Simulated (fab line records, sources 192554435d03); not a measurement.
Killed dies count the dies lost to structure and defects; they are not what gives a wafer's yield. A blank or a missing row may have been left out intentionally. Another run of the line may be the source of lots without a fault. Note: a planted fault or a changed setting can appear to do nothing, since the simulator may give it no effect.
fab line records ; flow n5_finfet
[record] lots = 6; wafers = 18; last_day = 17
route steps=1938 shown BEOL_M13@1661 PASSIVATION@1936
lots untouched by any fault: they come from a run of this same line in which no faults occurred
start_h: start of the lot's first displayed wafer, in hours after the record's first day ; wait_h: hours since the lot's step before ; " repeats the value in the row above ; L1.1+2: a row that stands for several wafers ; - either no value or no given start ; * or withheld: withheld ; < > ~ a bound
route shown NAME@n: a module of which the file shows steps, and the number in the route of the first ; usual: mean and standard deviation over wafers with no fault ; same: alike in all rows ; chamber/n: place in a boat ; sites: readings site by site ; _std_site: their standard deviation ; _edge_site: inner sites' mean taken away from outer sites' mean ; radius_mm: for every site, how far away it sits from the centre of the wafer ; mask NAME#n: copy n ; behind: tool/chamber where the wafer was last shaped ; hold: the reason the lot was held/the length of the hold in hours/how it ended ; device: whichever transistor did not switch (one of n, p or np) ; end of line: the route-end tests of the same wafers ; where a step has no rows: the recipe by itself ; killed: the dies lost at the first sort to structure and to defects; this is not the yield of the wafer ; map: per-die view of a wafer (x killed, . not killed, _ where there is no die)
set.NAME: the setting the step ran with; set.NAME@STEP: the setting that earlier step ran with ; model.NAME: the simulator's own value behind a step, which no gauge read
lots at some steps of the route; a table a step, a row a wafer
services: the hour from which a tool's chamber was out of use, counted from the record's first day as start_h (under 0 if before that day), plus the number of hours and why
[[steps]]
[step N5_BEOL_M13_COAT_58]
[recipe] resist = BARC; temp_c = 205; time_s = 60; spin_rpm = 1500; resist_thk_nm = 89
[step N5_BEOL_M13_COAT_04]
[recipe] spin_rpm = 1625; resist_thk_nm = 400
[step N5_BEOL_M13_EBR_06]
[recipe] solvent = PGMEA; ebr_width_mm = 1.5
[step N5_BEOL_M13_SOFTBAKE_05]
[recipe] temp_c = 130; time_s = 60
[step N5_BEOL_M13_EXPOSE_07]
[recipe] mask_id = V12; na = 0.93; source_shape = conventional; sigma_outer = 0.6; polarization = unpolarized; attpsm_phase_deg = 180; dose_mj = 24.8
[step N5_BEOL_M13_PEB_08]
[recipe] peb_temp_c = 130; peb_time_s = 90
[step N5_BEOL_M13_DEVELOP_09]
[recipe] develop_time_s = 45; rinse_liquid = diw; dry = air_spin; dev_temp_c = 21
[step N5_BEOL_M13_HARDBAKE_14]
[recipe] temp_c = 130; time_s = 120
[step N5_BEOL_M13_CD_MEAS_10]
[recipe] target_cd_nm = 190; landing_energy_ev = 500; detector = se_inlens; polarity = opening
[usual] cd_nm = 190.8/1.4
lot.wafer;tool;chamber;start_h;wait_h;cd_nm
L861.3;cd_sem-03;0;253.09;-;192.9
L861.4;cd_sem-03;0;253.09;-;190.1
L861.6;cd_sem-03;0;253.09;-;189.4
L866.1;cd_sem-03;0;281.53;-;190.5
L866.2;cd_sem-03;0;281.53;-;190.2
L866.5;cd_sem-03;0;281.53;-;191.1
L870.1;cd_sem-03;0;291.16;-;189.0
L870.5;cd_sem-03;0;291.16;-;188.1
L870.6;cd_sem-03;0;291.16;-;189.9
L878.1;cd_sem-01;0;354.84;-;191.6
L878.3;cd_sem-01;0;354.84;-;190.8
L878.5;cd_sem-01;0;354.84;-;191.9
L881.3;cd_sem-02;0;376.91;-;188.9
L881.4;cd_sem-02;0;376.91;-;191.9
L881.6;cd_sem-02;0;376.91;-;191.8
L883.1;cd_sem-03;0;379.00;-;189.0
L883.2;cd_sem-03;0;379.00;-;188.4
L883.4;cd_sem-03;0;379.00;-;192.1
[step N5_BEOL_M13_OVL_MEAS_11]
[recipe] points_per_wafer = 44
[usual] V12_OVL = -3/5
lot.wafer;tool;chamber;start_h;wait_h;V12_OVL[nm]
L861.3;overlay-01;0;253.12;0.0;-4
L861.4;overlay-01;0;253.12;0.0;-3
L861.6;overlay-01;0;253.12;0.0;-6
L866.1;overlay-01;0;281.56;0.0;3
L866.2;overlay-01;0;281.56;0.0;2
L866.5;overlay-01;0;281.56;0.0;6
L870.1;overlay-01;0;291.19;0.0;-6
L870.5;overlay-01;0;291.19;0.0;-12
L870.6;overlay-01;0;291.19;0.0;-6
L878.1;overlay-02;0;354.87;0.0;-8
L878.3;overlay-02;0;354.87;0.0;-5
L878.5;overlay-02;0;354.87;0.0;1
L881.3;overlay-02;0;376.94;0.0;-5
L881.4;overlay-02;0;376.94;0.0;-6
L881.6;overlay-02;0;376.94;0.0;-13
L883.1;overlay-01;0;379.03;0.0;-8
L883.2;overlay-01;0;379.03;0.0;-5
L883.4;overlay-01;0;379.03;0.0;-10
[step N5_BEOL_M13_INSPECT_12]
[recipe] mode = adi; inspect_instrument = macro
[usual] raw_defect_count = 2.1/1.5
lot.wafer;tool;chamber;start_h;wait_h;raw_defect_count
L861.3;defect_inspect-01;-;253.14;0.0;0
L861.4;defect_inspect-01;-;253.14;0.0;1
L861.6;defect_inspect-01;-;253.14;0.0;4
L866.1;defect_inspect-02;-;281.58;0.0;1
L866.2;defect_inspect-02;-;281.58;0.0;4
L866.5;defect_inspect-02;-;281.58;0.0;2
L870.1;defect_inspect-01;-;291.21;0.0;0
L870.5;defect_inspect-01;-;291.21;0.0;4
L870.6;defect_inspect-01;-;291.21;0.0;3
L878.1;defect_inspect-01;-;354.89;0.0;1
L878.3;defect_inspect-01;-;354.89;0.0;3
L878.5;defect_inspect-01;-;354.89;0.0;0
L881.3;defect_inspect-01;-;376.96;0.0;3
L881.4;defect_inspect-01;-;376.96;0.0;1
L881.6;defect_inspect-01;-;376.96;0.0;2
L883.1;defect_inspect-02;-;379.06;0.0;1
L883.2;defect_inspect-02;-;379.06;0.0;1
L883.4;defect_inspect-02;-;379.06;0.0;1
[step N5_BEOL_M13_DESCUM_15]
[recipe] chemistry = O2; time_s = 7.9; source_power_w = 50; bias_power_w = 20; pressure_mtorr = 20; rf_frequency_hz = 2.712e+07; temp_c = 40; o2_flow_sccm = 225
[usual] drypump_motor_current_A = 5.9/0.46; oes_product_au = 0.80/0.084; rf_fwd_power_W = 49.38/0.21; rf_vpp_V = 243.0/1.3; showerhead_plenum_p_Torr = 2.09/0.069; throttle_valve_pct = 20.42/0.28
lot.wafer;tool;chamber;start_h;wait_h;drypump_motor_current_A;oes_product_au;rf_fwd_power_W;rf_hours_counter_h;rf_vpp_V;showerhead_plenum_p_Torr;throttle_valve_pct
L861.3;rie_diel-03;0;253.18;0.0;6.2;0.91;49.53;23;241.6;2.05;19.92
L861.4;rie_diel-03;3;253.18;0.0;5.7;0.67;49.22;238;244.5;2.15;20.69
L861.6;rie_diel-03;3;253.18;0.0;5.7;0.67;49.18;-;244.0;2.16;20.67
L866.1;rie_diel-06;0;281.98;0.4;6.1;0.81;49.28;109;243.2;2.13;20.75
L866.2;rie_diel-06;2;281.98;0.4;5.4;0.72;49.44;193;243.3;2.08;20.78
L866.5;rie_diel-06;1;281.98;0.4;5.5;0.89;49.26;-;242.8;2.04;20.24
L870.1;rie_diel-03;1;291.32;0.1;5.7;0.73;49.26;209;242.5;1.98;20.72
L870.5;rie_diel-03;2;291.32;0.1;6.6;0.89;49.37;-;243.8;2.14;20.26
L870.6;rie_diel-03;3;291.32;0.1;5.7;0.67;49.65;-;244.6;2.15;20.69
L878.1;rie_diel-03;2;354.93;0.0;6.6;0.86;49.28;66;244.7;2.14;20.30
L878.3;rie_diel-03;1;354.93;0.0;5.7;0.71;49.22;230;242.3;1.97;20.74
L878.5;rie_diel-03;1;354.93;0.0;5.7;0.71;49.02;-;241.1;1.97;20.74
L881.3;rie_diel-03;1;377.11;0.1;5.7;0.71;49.14;237;241.6;1.97;20.75
L881.4;rie_diel-03;2;377.11;0.1;6.6;0.86;49.14;73;243.6;2.13;20.31
L881.6;rie_diel-03;0;377.11;0.1;6.2;0.87;49.43;-;241.7;2.03;19.98
L883.1;rie_diel-02;1;379.57;0.5;6.6;0.74;49.55;155;241.8;2.10;20.31
L883.2;rie_diel-02;2;379.57;0.5;6.1;0.85;49.62;60;241.8;2.03;20.42
L883.4;rie_diel-02;1;379.57;0.5;6.7;0.74;49.38;-;242.8;2.10;20.31
[step N5_BEOL_M13_ETCH_59]
[recipe] chemistry = N2/H2; target = BARC; target_depth_a = 890; overetch_a = 267; time_s = 67.9; ion_energy_ev = 200; pressure_mtorr = 30; source_w = 840; bias_w = 150; n2_flow_sccm = 200; h2_flow_sccm = 200
[usual] drypump_motor_current_A = 5.9/0.46; oes_product_au = 0.69/0.066; rf_fwd_power_W = 832.5/2.6; rf_vpp_V = 523.6/2.2; run_length_s = 91.1/0.41; showerhead_plenum_p_Torr = 2.53/0.077; throttle_valve_pct = 17.8/0.33
lot.wafer;tool;chamber;start_h;wait_h;drypump_motor_current_A;oes_product_au;rf_fwd_power_W;rf_hours_counter_h;rf_vpp_V;run_length_s;showerhead_plenum_p_Torr;throttle_valve_pct
L861.3;rie_diel-03;0;253.21;0.0;6.2;0.78;836.4;23;522.6;91.1;2.50;17.5
L861.4;rie_diel-03;3;253.21;0.0;5.7;0.58;835.4;238;526.2;92.0;2.61;18.1
L861.6;rie_diel-03;3;253.21;0.0;5.7;0.57;832.8;-;526.3;91.4;2.61;18.1
L866.1;rie_diel-06;0;282.01;0.0;6.1;0.67;834.3;109;524.0;90.6;2.57;18.1
L866.2;rie_diel-06;2;282.01;0.0;5.4;0.63;835.6;193;523.4;90.2;2.54;18.3
L866.5;rie_diel-06;1;282.01;0.0;5.5;0.75;835.1;-;522.1;90.7;2.50;17.8
L870.1;rie_diel-03;1;291.35;0.0;5.7;0.62;831.8;209;519.8;91.9;2.38;17.9
L870.5;rie_diel-03;2;291.35;0.0;6.6;0.75;833.3;-;525.3;90.9;2.56;17.4
L870.6;rie_diel-03;3;291.35;0.0;5.7;0.58;835.0;-;526.3;91.6;2.61;18.2
L878.1;rie_diel-03;2;354.96;0.0;6.6;0.75;-;66;525.3;88.1;2.55;17.4
L878.3;rie_diel-03;1;354.96;0.0;5.6;0.60;831.0;230;520.4;91.3;2.37;18.0
L878.5;rie_diel-03;1;354.96;0.0;5.6;0.61;832.1;-;520.2;91.2;2.37;18.0
L881.3;rie_diel-03;1;377.14;0.0;5.7;0.60;832.7;237;520.2;91.4;2.37;18.0
L881.4;rie_diel-03;2;377.14;0.0;6.6;0.75;-;73;524.7;88.2;2.55;17.4
L881.6;rie_diel-03;0;377.14;0.0;6.2;0.77;-;-;521.7;87.9;2.48;17.6
L883.1;rie_diel-02;1;379.60;0.0;6.6;0.64;832.0;155;525.7;90.9;2.54;17.7
L883.2;rie_diel-02;2;379.60;0.0;6.1;0.73;833.4;60;523.1;91.5;2.51;18.2
L883.4;rie_diel-02;1;379.60;0.0;6.6;0.64;830.6;-;523.8;91.1;2.54;17.7
[step N5_BEOL_M13_VIA_ETCH_16]
[recipe] chemistry = C4F8/O2/Ar; target = SiOC; pressure_mtorr = 30; source_w = 3000; bias_w = 700; Ar_flow_sccm = 400; C4F8_flow_sccm = 15; O2_flow_sccm = 8; he_inner_torr = 15; he_outer_torr = 30; target_depth_a = 9217; time_s = withheld; ion_energy_ev = 250; ends = cleared
[usual] drypump_motor_current_A = 5.9/0.46; oes_product_au = 0.72/0.074; rf_fwd_power_W = 2992/8.9; rf_vpp_V = 665.1/2.8; showerhead_plenum_p_Torr = 3.40/0.099; throttle_valve_pct = 24.16/0.28
lot.wafer;tool;chamber;start_h;wait_h;drypump_motor_current_A;oes_product_au;rf_fwd_power_W;rf_vpp_V;showerhead_plenum_p_Torr;throttle_valve_pct
L861.3;rie_diel-03;0;253.26;0.0;6.2;0.83;2976;662.7;3.33;23.59
L861.4;rie_diel-03;3;253.26;0.0;5.7;0.61;2991;669.6;3.50;24.39
L861.6;rie_diel-03;3;253.26;0.0;5.7;0.61;3000;667.9;3.50;24.37
L866.1;rie_diel-06;0;282.06;0.0;6.1;0.73;2996;665.7;3.46;24.49
L866.2;rie_diel-06;2;282.06;0.0;5.4;0.66;2994;665.6;3.37;24.44
L866.5;rie_diel-06;1;282.06;0.0;5.5;0.81;2979;662.3;3.34;24.06
L870.1;rie_diel-03;1;291.40;0.0;5.7;0.66;2991;661.8;3.25;24.52
L870.5;rie_diel-03;2;291.40;0.0;6.6;0.81;2984;667.4;3.47;23.99
L870.6;rie_diel-03;3;291.40;0.0;5.7;0.61;3004;667.5;3.49;24.41
L878.1;rie_diel-03;2;355.01;0.0;6.6;0.77;3000;665.9;3.46;24.02
L878.3;rie_diel-03;1;355.01;0.0;5.7;0.64;2971;661.3;3.24;24.53
L878.5;rie_diel-03;1;355.01;0.0;5.7;0.63;2980;661.7;3.24;24.52
L881.3;rie_diel-03;1;377.20;0.0;5.7;0.65;3002;660.4;3.24;24.53
L881.4;rie_diel-03;2;377.20;0.0;6.6;0.77;2974;666.7;3.46;24.01
L881.6;rie_diel-03;0;377.20;0.0;6.2;0.78;2991;663.6;3.31;23.65
L883.1;rie_diel-02;1;379.65;0.0;6.6;0.68;2982;664.7;3.40;23.95
L883.2;rie_diel-02;2;379.65;0.0;6.1;0.76;2994;664.2;3.34;24.31
L883.4;rie_diel-02;1;379.65;0.0;6.6;0.67;3004;665.4;3.40;23.97
[step N5_PASSIVATION_PROBE_49]
[usual] defect_limited_yield = 91.1/1.6; killed_at_M0_to_M3 = 35/11; killed_at_M4_up = 13/5.4; killed_at_contacts = 13/6.5; killed_at_front_end = 40/14; killed_at_other = 4/3.1; killed_dies = 105/18; killed_open = 69/14; killed_short = 34/7.3; sort_bin_5_function = 5.2/0.96; sort_bin_6_memory = 3.4/0.77; sort_n_pass = 1075/19; sort_yield_pct = 91.1/1.6
[same] gross_dies = 1180; killed_at_back_side = 0; sort_bin_4_leakage[%] = 0; sort_bin_8_speed[%] = 0
lot.wafer;tool;chamber;start_h;wait_h;defect_limited_yield[%];killed_at_M0_to_M3;killed_at_M4_up;killed_at_contacts;killed_at_front_end;killed_at_other;killed_dies;killed_open;killed_short;sort_bin_5_function[%];sort_bin_6_memory[%];sort_n_pass;sort_yield_pct[%]
L861.3;prober-02;-;285.42;0.2;89.7;61;9;7;43;2;122;75;40;5.7;4.2;1058;89.7
L861.4;prober-02;-;285.47;0.3;90.2;49;12;8;44;3;116;62;49;6.1;3.3;1064;90.2
L861.6;prober-02;-;285.57;0.4;89.1;52;14;13;41;9;129;79;46;5.6;4.8;1051;89.1
L870.1;prober-01;-;328.49;0.0;91.1;39;9;18;39;0;105;70;33;5.3;3.5;1075;91.1
L870.5;prober-01;-;328.69;0.2;92.4;26;10;13;41;0;90;53;36;3.8;3.3;1090;92.4
L870.6;prober-01;-;328.74;0.3;91.8;37;21;9;27;3;97;72;24;4.6;3.5;1083;91.8
L878.1;prober-02;-;387.41;0.0;91.4;30;11;18;32;10;101;65;31;5.0;3.2;1079;91.4
L878.3;prober-02;-;387.51;0.1;90.5;42;9;9;43;9;112;72;37;5.8;3.5;1068;90.5
L878.5;prober-02;-;387.61;0.2;90.3;37;12;10;45;11;115;70;43;5.5;3.8;1065;90.3
L881.3;prober-01;-;415.76;0.1;90.6;25;18;24;42;2;111;83;26;5.8;3.1;1069;90.6
L881.4;prober-01;-;415.81;0.2;90.9;45;4;8;48;2;107;69;33;5.0;3.0;1073;90.9
L881.6;prober-01;-;415.91;0.3;91.8;30;12;19;24;12;97;62;32;4.5;3.6;1083;91.8
// killed by level:class
L861.3 BEOL_M0_SAQP:geometric_particle:open=22 BEOL_M0_SAQP:geometric_particle:short=14 STI_FIN_REVEAL:geometric_particle:open=7 BEOL_M1:geometric_particle:open=7 BEOL_M1:geometric_particle:short=7 FIN_SAQP:geometric_particle:open=6 DUMMY_GATE:geometric_particle:open=6 MOL_CONTACT_COAG:geometric_particle:open=5
L861.4 BEOL_M0_SAQP:geometric_particle:short=16 BEOL_M0_SAQP:geometric_particle:open=12 FIN_SAQP:geometric_particle:open=8 GATE_CUT:geometric_particle:short=7 STI_FIN_REVEAL:geometric_particle:open=6 BEOL_M1:geometric_particle:open=5 BEOL_M2:geometric_particle:open=5 FIN_SAQP:geometric_particle:short=4
L861.6 BEOL_M0_SAQP:geometric_particle:short=12 BEOL_M1:geometric_particle:open=11 MOL_CONTACT_COAG:geometric_particle:open=10 BEOL_M0_SAQP:geometric_particle:open=10 STI_FIN_REVEAL:geometric_particle:open=8 GATE_CUT:geometric_particle:short=6 BEOL_M2:geometric_particle:open=6 FIN_SAQP:geometric_particle:open=5
L870.1 MOL_CONTACT_COAG:geometric_particle:open=13 BEOL_M0_SAQP:geometric_particle:open=11 BEOL_M2:geometric_particle:open=10 BEOL_M0_SAQP:geometric_particle:short=7 FIN_SAQP:geometric_particle:short=5 FIN_SAQP:geometric_particle:open=5 MOL_CONTACT_COAG:geometric_particle:short=5 DUMMY_GATE:geometric_particle:open=4
L870.5 GATE_CUT:geometric_particle:short=12 FIN_SAQP:geometric_particle:open=10 MOL_CONTACT_COAG:geometric_particle:open=8 GATE_CUT:geometric_particle:open=5 MOL_CONTACT_COAG:geometric_particle:short=5 BEOL_M0_SAQP:geometric_particle:short=4 BEOL_M3:geometric_particle:open=4 BEOL_M4:geometric_particle:open=4
L870.6 BEOL_M3:geometric_particle:open=11 BEOL_M4:geometric_particle:open=11 BEOL_M0_SAQP:geometric_particle:open=9 BEOL_M0_SAQP:geometric_particle:short=7 FIN_SAQP:geometric_particle:open=6 MOL_CONTACT_COAG:geometric_particle:open=6 STI_FIN_REVEAL:geometric_particle:open=5 BEOL_M0:geometric_particle:open=4
L878.1 MOL_CONTACT_COAG:geometric_particle:open=13 FIN_SAQP:geometric_particle:open=7 BEOL_M0_SAQP:geometric_particle:short=7 STI_FIN_REVEAL:geometric_particle:open=6 BEOL_M3:geometric_particle:open=6 BEOL_M4:geometric_particle:open=6 FIN_SAQP:geometric_particle:short=5 MOL_CONTACT_COAG:geometric_particle:short=5
L878.3 BEOL_M0_SAQP:geometric_particle:short=14 BEOL_M0_SAQP:geometric_particle:open=12 FIN_SAQP:geometric_particle:open=11 FIN_SAQP:geometric_particle:short=8 STI_FIN_REVEAL:geometric_particle:open=8 MOL_CONTACT_COAG:geometric_particle:open=8 BEOL_M4:geometric_particle:open=7 BEOL_M2:geometric_particle:open=5
L878.5 BEOL_M3:geometric_particle:open=8 MOL_CONTACT_COAG:geometric_particle:open=8 FIN_SAQP:geometric_particle:open=7 BEOL_M2:geometric_particle:open=7 FIN_SAQP:geometric_particle:short=6 STI_FIN_REVEAL:geometric_particle:open=6 DUMMY_GATE:geometric_particle:open=6 BEOL_M0_SAQP:geometric_particle:short=5
L881.3 MOL_CONTACT_COAG:geometric_particle:open=21 BEOL_M0_SAQP:geometric_particle:open=12 FIN_SAQP:geometric_particle:open=11 BEOL_M0_SAQP:geometric_particle:short=6 STI_FIN_REVEAL:geometric_particle:open=5 DUMMY_GATE:geometric_particle:open=5 BEOL_M3:geometric_particle:open=5 BEOL_M4:geometric_particle:open=5
L881.4 FIN_SAQP:geometric_particle:open=12 BEOL_M0_SAQP:geometric_particle:open=12 BEOL_M1:geometric_particle:open=7 BEOL_M0_SAQP:geometric_particle:short=7 BEOL_M2:geometric_particle:open=7 BEOL_M3:geometric_particle:open=7 DUMMY_GATE:geometric_particle:open=5 GATE_CUT:geometric_particle:open=5
L881.6 MOL_CONTACT_COAG:geometric_particle:open=13 BEOL_M0_SAQP:geometric_particle:open=7 BEOL_M3:geometric_particle:open=7 MOL_CONTACT_COAG:geometric_particle:short=6 GATE_CUT:geometric_particle:short=5 STARTING-WAFER:geometric_particle:open=4 BEOL_M1:geometric_particle:short=4 FIN_SAQP:geometric_particle:open=3
[[services]]
tool;chamber;start_h;hours;kind
rie_diel-06;1;268.83;5.7;repair
rie_diel-03;0;288.35;3.7;repair
rie_diel-03;3;298.09;-;clean
rie_diel-03;3;298.09;-;consumable_replace:focus_ring
rie_diel-03;3;298.09;12.6;scheduled_down
rie_diel-03;3;298.09;12.6;vent_cycle
rie_diel-02;0;307.50;-;clean
rie_diel-02;0;307.50;-;consumable_replace:focus_ring
rie_diel-02;0;307.50;16.1;scheduled_down
rie_diel-02;0;307.50;16.1;vent_cycle
rie_diel-06;-;351.47;2.8;pm
rie_diel-06;-;371.00;14.6;pm
rie_diel-02;0;376.49;31.0;repair
[[key]]
[first_sign] step = N5_BEOL_M13_ETCH_59; reading = run_length_s; direction = down; sigmas = 7.4; usual = *; struck = *
effect none on later readings
met_at N5_BEOL_M13_ETCH_59
struck_wafers L878.1,L881.4,L881.6
onset_between 291.35 354.96
[fault] kind = process_parameter_drift; tool = rie_diel-03; chamber = -; onset_h = 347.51; steps = N5_BEOL_M13_ETCH_59; channel = time_s; offset = *; shape = step; end_h = 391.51; scope = struck_wafers_only; acts_in = *; stated = *
